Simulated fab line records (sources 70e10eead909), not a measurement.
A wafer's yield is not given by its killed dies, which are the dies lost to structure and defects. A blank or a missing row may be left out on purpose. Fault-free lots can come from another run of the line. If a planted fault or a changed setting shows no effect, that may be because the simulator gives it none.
Matching of chambers || flow nand-harc || 3 sister chambers for NHARC_A_ONON_D2_DEP_33 on pecvd-02
The step deposits SiO2, target thk 200 nm. 3 wafers are shown with their chamber, then 9 later ones without.

== WAFERS WITH THEIR CHAMBER ==
{"wafer": "L091.1", "chamber": 0, "throttle-valve-pct (%)": 15.6}
{"wafer": "L091.4", "chamber": 2, "throttle-valve-pct (%)": 16.2}
{"wafer": "L091.6", "chamber": 1, "throttle-valve-pct (%)": 15.2}

== WAFERS WHOSE CHAMBER IS MISSING ==
{"wafer": "L092.2", "throttle-valve-pct (%)": 16.3}
{"wafer": "L092.3", "throttle-valve-pct (%)": 15.4}
{"wafer": "L092.5", "throttle-valve-pct (%)": 15.6}
{"wafer": "L094.1", "throttle-valve-pct (%)": 16.5}
{"wafer": "L094.3", "throttle-valve-pct (%)": 15.9}
{"wafer": "L094.5", "throttle-valve-pct (%)": 16.5}
{"wafer": "L096.1", "throttle-valve-pct (%)": 16.5}
{"wafer": "L096.4", "throttle-valve-pct (%)": 16.5}
{"wafer": "L096.5", "throttle-valve-pct (%)": 16.1}

== EACH ONE'S CHAMBER ==
{"wafer": "L092.2", "from the rows above": 2, "in truth": 2}
{"wafer": "L092.3", "from the rows above": "can't be placed: 0 or 1", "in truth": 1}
{"wafer": "L092.5", "from the rows above": "can't be placed: 0 or 1", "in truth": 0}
{"wafer": "L094.1", "from the rows above": 2, "in truth": 2}
{"wafer": "L094.3", "from the rows above": "can't be placed: 2 or 0 or 1", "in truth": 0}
{"wafer": "L094.5", "from the rows above": 2, "in truth": 2}
{"wafer": "L096.1", "from the rows above": 2, "in truth": 2}
{"wafer": "L096.4", "from the rows above": 2, "in truth": 2}
{"wafer": "L096.5", "from the rows above": "can't be placed: 2 or 0", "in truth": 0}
Correct placement for 5 of the 9. Cannot be placed on the basis of these rows: 4; the candidates contain the true chamber in 4. Wrongly placed: 0.
How it was worked out, from the rows above alone: a wafer's distance from a chamber is the root of the sum, over the readings, of the square of ((its reading less the chamber's mean) divided by the reading's scatter). The wafer belongs to the nearest chamber; if the next one is less than 2 further off, it can't be placed. Each chamber's mean is taken over the wafers shown for it. The scatter: with one shown wafer a chamber, the root of the mean of the squares of how far each hidden wafer lies from its nearest shown one.
